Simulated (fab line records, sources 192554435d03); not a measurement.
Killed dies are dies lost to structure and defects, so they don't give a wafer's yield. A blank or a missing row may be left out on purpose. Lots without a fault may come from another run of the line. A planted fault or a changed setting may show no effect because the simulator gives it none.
Which tool did it? | flow n5_finfet | 24 lots, 72 wafers sampled, at 6 steps of a route of 1938

WHAT THE GAUGES READ, wafer by wafer
N5_BEOL_M4_OVL_MEAS_12.
lot  | measured     | on         | M4_OVL (nm)
L075 | day 7 12:35  | overlay-01 | 0.5 -0.2 0.8
L074 | day 7 16:05  | overlay-01 | -1.3 -0.7 -0.4
L076 | day 8 02:22  | overlay-01 | 0.5 0.3 0.5
L077 | day 8 03:21  | overlay-01 | -0.6 0.1 -0.1
L078 | day 8 19:19  | overlay-02 | -0.1 -0.1 -0.1
L079 | day 8 19:34  | overlay-02 | 1.2 0.8 1.2
L080 | day 9 23:31  | overlay-02 | -0.5 0.2 0.0
L081 | day 10 00:52 | overlay-01 | 0.2 0.4 -0.7
L082 | day 10 02:04 | overlay-02 | 0.3 0.4 0.0
L084 | day 10 06:50 | overlay-02 | 0.1 0.3 1.1
L085 | day 10 11:07 | overlay-01 | -0.6 -0.3 0.1
L083 | day 10 13:08 | overlay-01 | -0.3 0.3 -0.3
L086 | day 10 16:17 | overlay-01 | 0.4 -0.1 0.9
L087 | day 10 16:20 | overlay-02 | -0.2 -0.4 -1.1
L088 | day 11 04:29 | overlay-01 | -1.8 -1.3 -1.7
L089 | day 11 06:38 | overlay-02 | 0.8 0.1 -0.5
L090 | day 11 10:20 | overlay-02 | 0.7 2.0 0.1
L091 | day 11 14:27 | overlay-01 | 0.2 1.0 0.2
L092 | day 12 11:28 | overlay-02 | 0.6 -0.7 0.3
L093 | day 12 11:45 | overlay-02 | 1.4 -0.2 0.4
L094 | day 12 13:16 | overlay-01 | -0.6 0.4 -0.9
L095 | day 13 09:22 | overlay-01 | 0.3 0.8 -0.2
L096 | day 13 17:02 | overlay-02 | -0.6 -0.6 0.4
L097 | day 13 20:00 | overlay-02 | -0.1 -0.3 -0.2

WHICH TOOL RAN EACH LOT (tool, then ch and the chambers of the sampled wafers, then the start)
lot  | N5_BEOL_M3_SPUTTER_48        | N5_BEOL_M3_ANNEAL_80         | N5_BEOL_M3_ANNEAL_82         | N5_BEOL_M3_ANNEAL_51             | N5_BEOL_M3_CMP_52
L075 | pvd_sputter-03, day 7 07:59  | pvd_sputter-03, day 7 08:17  | pvd_sputter-03, day 7 08:31  | rtp_anneal-01 ch 0, day 7 10:05  | cmp-01 ch 0,1, day 7 10:23
L074 | pvd_sputter-01, day 7 10:55  | pvd_sputter-01, day 7 11:13  | pvd_sputter-01, day 7 11:26  | rtp_anneal-01 ch 0, day 7 12:56  | cmp-04 ch 2,3, day 7 13:24
L076 | pvd_sputter-01, day 7 21:32  | pvd_sputter-01, day 7 21:50  | pvd_sputter-01, day 7 22:03  | rtp_anneal-01 ch 0, day 7 23:29  | cmp-01 ch 0,1,3, day 8 00:01
L077 | pvd_sputter-01, day 7 23:51  | pvd_sputter-01, day 8 00:09  | pvd_sputter-01, day 8 00:22  | rtp_anneal-02 ch 0, day 8 01:49  | cmp-01 ch 0,1,3, day 8 02:09
L078 | pvd_sputter-01, day 8 15:40  | pvd_sputter-01, day 8 15:58  | pvd_sputter-01, day 8 16:11  | rtp_anneal-02 ch 0, day 8 17:42  | cmp-02 ch 0,1,3, day 8 18:03
L079 | pvd_sputter-03, day 8 16:03  | pvd_sputter-03, day 8 16:21  | pvd_sputter-03, day 8 16:34  | rtp_anneal-02 ch 0, day 8 18:03  | cmp-01 ch 1,2, day 8 18:18
L080 | pvd_sputter-01, day 9 17:57  | pvd_sputter-01, day 9 18:15  | pvd_sputter-01, day 9 18:28  | rtp_anneal-01 ch 0, day 9 21:41  | cmp-04 ch 0,1, day 9 21:54
L081 | pvd_sputter-01, day 9 20:08  | pvd_sputter-01, day 9 20:26  | pvd_sputter-01, day 9 20:40  | rtp_anneal-01 ch 0, day 9 22:53  | cmp-01 ch 0,2,3, day 9 23:11
L082 | pvd_sputter-03, day 9 20:36  | pvd_sputter-03, day 9 20:54  | pvd_sputter-03, day 9 21:07  | rtp_anneal-01 ch 0, day 9 23:34  | cmp-04 ch 0,2, day 9 23:52
L084 | pvd_sputter-03, day 10 00:14 | pvd_sputter-03, day 10 00:32 | pvd_sputter-03, day 10 00:46 | rtp_anneal-01 ch 0, day 10 03:41 | cmp-04 ch 0,2,3, day 10 03:56
L085 | pvd_sputter-02, day 10 07:30 | pvd_sputter-02, day 10 07:48 | pvd_sputter-02, day 10 08:01 | rtp_anneal-01 ch 0, day 10 09:28 | cmp-01 ch 1,2,3, day 10 09:46
L083 | pvd_sputter-03, day 10 07:35 | pvd_sputter-03, day 10 07:53 | pvd_sputter-03, day 10 08:06 | rtp_anneal-01 ch 0, day 10 09:46 | cmp-01 ch 0,1,3, day 10 10:08
L086 | pvd_sputter-02, day 10 10:35 | pvd_sputter-02, day 10 10:53 | pvd_sputter-02, day 10 11:06 | rtp_anneal-01 ch 0, day 10 12:35 | cmp-04 ch 0,1, day 10 12:50
L087 | pvd_sputter-03, day 10 10:52 | pvd_sputter-03, day 10 11:10 | pvd_sputter-03, day 10 11:23 | rtp_anneal-01 ch 0, day 10 13:32 | cmp-04 ch 0,1,2, day 10 13:58
L088 | pvd_sputter-02, day 10 23:26 | pvd_sputter-02, day 10 23:44 | pvd_sputter-02, day 10 23:57 | rtp_anneal-01 ch 0, day 11 02:53 | cmp-01 ch 0,1,3, day 11 03:10
L089 | pvd_sputter-03, day 11 00:34 | pvd_sputter-03, day 11 00:52 | pvd_sputter-03, day 11 01:05 | rtp_anneal-01 ch 0, day 11 03:11 | cmp-04 ch 0,2,3, day 11 03:29
L090 | pvd_sputter-03, day 11 06:18 | pvd_sputter-03, day 11 06:36 | pvd_sputter-03, day 11 06:49 | rtp_anneal-01 ch 0, day 11 08:16 | cmp-02 ch 0,1, day 11 09:10
L091 | pvd_sputter-03, day 11 09:48 | pvd_sputter-03, day 11 10:06 | pvd_sputter-03, day 11 10:19 | rtp_anneal-01 ch 0, day 11 12:10 | cmp-04 ch 0,1,3, day 11 12:29
L092 | pvd_sputter-01, day 12 03:13 | pvd_sputter-01, day 12 03:31 | pvd_sputter-01, day 12 03:44 | rtp_anneal-01 ch 0, day 12 08:07 | cmp-02 ch 0,3, day 12 08:25
L093 | pvd_sputter-01, day 12 05:08 | pvd_sputter-01, day 12 05:26 | pvd_sputter-01, day 12 05:40 | rtp_anneal-01 ch 0, day 12 09:09 | cmp-01 ch 2,3, day 12 09:27
L094 | pvd_sputter-01, day 12 09:41 | pvd_sputter-01, day 12 09:59 | pvd_sputter-01, day 12 10:12 | rtp_anneal-01 ch 0, day 12 11:38 | cmp-01 ch 0,1,3, day 12 12:01
L095 | pvd_sputter-01, day 13 05:06 | pvd_sputter-01, day 13 05:24 | pvd_sputter-01, day 13 05:37 | rtp_anneal-01 ch 0, day 13 07:14 | cmp-04 ch 0,1,2, day 13 07:34
L096 | pvd_sputter-02, day 13 12:57 | pvd_sputter-02, day 13 13:15 | pvd_sputter-02, day 13 13:28 | rtp_anneal-01 ch 0, day 13 15:02 | cmp-04 ch 0,1,3, day 13 15:23
L097 | pvd_sputter-03, day 13 16:22 | pvd_sputter-03, day 13 16:40 | pvd_sputter-03, day 13 16:53 | rtp_anneal-01 ch 0, day 13 18:25 | cmp-04 ch 0,1,2, day 13 18:42
- N5_BEOL_M3_SPUTTER_48: material Cu, target thk 4.5 nm, time 8.29 s.
- N5_BEOL_M3_ANNEAL_80: time 240 s.
- N5_BEOL_M3_ANNEAL_82: time 240 s.
- N5_BEOL_M3_ANNEAL_51: time 90 s.
- N5_BEOL_M3_CMP_52: polishes, stops on SiOC, t overpolish 6.8 s, target thk 40 nm.

WHAT THE TOOLS THEMSELVES READ (means of the sampled wafers that have a number; where no wafer has one, the mark that the record gives instead)
N5_BEOL_M3_SPUTTER_48.
lot  | tool           | chamber_pressure_pa (Pa) | chuck_gas_flow_sccm (sccm) | throttle_valve_pct (%)
L075 | pvd_sputter-03 | 0.06992                  | 1.24                       | 30.0
L074 | pvd_sputter-01 | 0.07008                  | 1.21                       | 30.5
L076 | pvd_sputter-01 | 0.07009                  | 1.29                       | 28.8
L077 | pvd_sputter-01 | 0.07003                  | 1.31                       | 30.0
L078 | pvd_sputter-01 | 0.06983                  | 1.21                       | 29.7
L079 | pvd_sputter-03 | 0.06991                  | 1.26                       | 30.0
L080 | pvd_sputter-01 | 0.07006                  | 1.27                       | 30.0
L081 | pvd_sputter-01 | 0.07013                  | 1.26                       | 30.5
L082 | pvd_sputter-03 | 0.07005                  | 1.29                       | 29.8
L084 | pvd_sputter-03 | 0.07006                  | 1.27                       | 30.1
L085 | pvd_sputter-02 | 0.07014                  | 1.28                       | 30.7
L083 | pvd_sputter-03 | 0.07000                  | 1.23                       | 29.8
L086 | pvd_sputter-02 | 0.07010                  | 1.28                       | 30.7
L087 | pvd_sputter-03 | 0.07000                  | 1.28                       | 29.8
L088 | pvd_sputter-02 | 0.06999                  | 1.31                       | 30.5
L089 | pvd_sputter-03 | 0.06997                  | 1.22                       | 30.0
L090 | pvd_sputter-03 | 0.06998                  | 1.28                       | 29.7
L091 | pvd_sputter-03 | 0.06998                  | 1.26                       | 29.7
L092 | pvd_sputter-01 | 0.07010                  | 1.27                       | 30.4
L093 | pvd_sputter-01 | 0.06995                  | 1.28                       | 28.7
L094 | pvd_sputter-01 | 0.06993                  | 1.21                       | 30.3
L095 | pvd_sputter-01 | 0.07004                  | 1.26                       | 29.4
L096 | pvd_sputter-02 | 0.06984                  | 1.26                       | 30.4
L097 | pvd_sputter-03 | 0.06997                  | 1.24                       | 29.5

N5_BEOL_M3_ANNEAL_80.
lot  | tool           | heater_power_w (W)
L075 | pvd_sputter-03 | 846
L074 | pvd_sputter-01 | 783
L076 | pvd_sputter-01 | 737
L077 | pvd_sputter-01 | 729
L078 | pvd_sputter-01 | 784
L079 | pvd_sputter-03 | 821
L080 | pvd_sputter-01 | 726
L081 | pvd_sputter-01 | 793
L082 | pvd_sputter-03 | 833
L084 | pvd_sputter-03 | 850
L085 | pvd_sputter-02 | 801
L083 | pvd_sputter-03 | 832
L086 | pvd_sputter-02 | 831
L087 | pvd_sputter-03 | 821
L088 | pvd_sputter-02 | 824
L089 | pvd_sputter-03 | 813
L090 | pvd_sputter-03 | 820
L091 | pvd_sputter-03 | 827
L092 | pvd_sputter-01 | 762
L093 | pvd_sputter-01 | 755
L094 | pvd_sputter-01 | 789
L095 | pvd_sputter-01 | 720
L096 | pvd_sputter-02 | 805
L097 | pvd_sputter-03 | 827

N5_BEOL_M3_ANNEAL_82.
lot  | tool           | heater_power_w (W)
L075 | pvd_sputter-03 | 859
L074 | pvd_sputter-01 | 791
L076 | pvd_sputter-01 | 758
L077 | pvd_sputter-01 | 732
L078 | pvd_sputter-01 | 778
L079 | pvd_sputter-03 | 839
L080 | pvd_sputter-01 | 722
L081 | pvd_sputter-01 | 789
L082 | pvd_sputter-03 | 818
L084 | pvd_sputter-03 | 827
L085 | pvd_sputter-02 | 821
L083 | pvd_sputter-03 | 858
L086 | pvd_sputter-02 | 816
L087 | pvd_sputter-03 | 809
L088 | pvd_sputter-02 | 806
L089 | pvd_sputter-03 | 814
L090 | pvd_sputter-03 | 803
L091 | pvd_sputter-03 | 823
L092 | pvd_sputter-01 | 769
L093 | pvd_sputter-01 | 762
L094 | pvd_sputter-01 | 790
L095 | pvd_sputter-01 | 731
L096 | pvd_sputter-02 | 805
L097 | pvd_sputter-03 | 809

N5_BEOL_M3_ANNEAL_51.
lot  | tool          | wafer_temp_C_max
L075 | rtp_anneal-01 | 227.2
L074 | rtp_anneal-01 | 227.0
L076 | rtp_anneal-01 | 226.9
L077 | rtp_anneal-02 | 225.9
L078 | rtp_anneal-02 | 225.7
L079 | rtp_anneal-02 | 226.1
L080 | rtp_anneal-01 | 226.8
L081 | rtp_anneal-01 | 226.7
L082 | rtp_anneal-01 | 226.4
L084 | rtp_anneal-01 | 226.9
L085 | rtp_anneal-01 | 226.6
L083 | rtp_anneal-01 | 226.9
L086 | rtp_anneal-01 | 227.0
L087 | rtp_anneal-01 | 226.9
L088 | rtp_anneal-01 | 226.6
L089 | rtp_anneal-01 | 226.9
L090 | rtp_anneal-01 | 226.8
L091 | rtp_anneal-01 | 227.0
L092 | rtp_anneal-01 | 227.1
L093 | rtp_anneal-01 | 227.1
L094 | rtp_anneal-01 | 226.8
L095 | rtp_anneal-01 | 226.8
L096 | rtp_anneal-01 | 227.1
L097 | rtp_anneal-01 | 226.8

N5_BEOL_M3_CMP_52.
lot  | tool   | barrier_field_endpoint_s (s) | clearing_platen_rpm (rpm) | edge_zone_pressure_frac | motor_current_A (A) | overpolish_run_s (s) | slurry_flow_ml_min | time_to_endpoint_s (s)
L075 | cmp-01 | 25.1                         | 50.020                    | 1.002                   | 6.4                 | 6.801                | 149.9              | 67
L074 | cmp-04 | 24.5                         | 49.962                    | 1.008                   | 6.1                 | 6.796                | 150.1              | 60
L076 | cmp-01 | 25.4                         | 49.983                    | 0.998                   | 6.1                 | 6.800                | 150.0              | 66
L077 | cmp-01 | 25.2                         | 50.003                    | 0.997                   | 6.0                 | 6.797                | 150.0              | 68
L078 | cmp-02 | 25.0                         | 49.991                    | 0.998                   | 6.3                 | 6.797                | 149.6              | 62
L079 | cmp-01 | 24.6                         | 50.003                    | 1.000                   | 6.3                 | 6.799                | 150.1              | 61
L080 | cmp-04 | 25.1                         | 50.013                    | 1.001                   | 5.8                 | 6.808                | 150.4              | 64
L081 | cmp-01 | 25.3                         | 50.007                    | 0.999                   | 5.9                 | 6.795                | 150.9              | 65
L082 | cmp-04 | 24.7                         | 49.986                    | 0.999                   | 6.2                 | 6.797                | 150.0              | 60
L084 | cmp-04 | 24.4                         | 49.993                    | 0.999                   | 6.0                 | 6.797                | 150.6              | 59
L085 | cmp-01 | 24.7                         | 49.992                    | 0.998                   | 6.0                 | 6.805                | 150.0              | 65
L083 | cmp-01 | 24.3                         | 49.999                    | 0.997                   | 5.9                 | 6.810                | 149.8              | 64
L086 | cmp-04 | 25.6                         | 49.990                    | 1.000                   | 5.9                 | 6.791                | 149.5              | 63
L087 | cmp-04 | 24.5                         | 50.016                    | 1.000                   | 5.8                 | 6.792                | 149.6              | 61
L088 | cmp-01 | 24.4                         | 50.035                    | 0.995                   | 6.2                 | 6.795                | 150.0              | 60
L089 | cmp-04 | 24.6                         | 50.017                    | 1.001                   | 6.3                 | 6.810                | 149.8              | 59
L090 | cmp-02 | 24.6                         | 49.981                    | 1.000                   | 6.1                 | 6.800                | 150.0              | 58
L091 | cmp-04 | 24.6                         | 49.969                    | 1.008                   | 6.1                 | 6.797                | 150.6              | 62
L092 | cmp-02 | 24.7                         | 50.000                    | 0.995                   | 6.1                 | 6.801                | 150.1              | 61
L093 | cmp-01 | 24.7                         | 49.998                    | 0.996                   | 5.8                 | 6.801                | 150.1              | 62
L094 | cmp-01 | 24.2                         | 50.005                    | 0.999                   | 6.2                 | 6.794                | 150.1              | 63
L095 | cmp-04 | 24.1                         | 49.974                    | 0.999                   | 6.0                 | 6.798                | 150.3              | 60
L096 | cmp-04 | 24.3                         | 49.979                    | 1.005                   | 6.0                 | 6.811                | 149.7              | 61
L097 | cmp-04 | 25.3                         | 49.997                    | 1.000                   | 6.0                 | 6.801                | 150.2              | 63

THE ANSWER, worked out from the rows above alone
Rule: what is usual is taken from the lots themselves. Put in order of their means at a reading, lots are off if they are a third of the lots or fewer, leave a main group of 4 or more, and stand apart from it by a gap of 3 or more times the standard deviation of the main group's means; of several such gaps the widest counts. A main group whose means are all the same, to the digits that the tables above print for the reading, isn't used. A lot without any number at a reading at which 4 lots or more have one is off too. The other lots that the step has rows for count as sound. The gauges are gone through in route order, then the tools' own readings, and for those a lot's mean is taken as printed above. The first step at which some lot is off is used, and at that step the reading that is off furthest; a lot without a number counts as furthest.
No lot is off at any reading shown: from this, nothing can be told.

WHAT THE SIMULATOR HAD PUT IN
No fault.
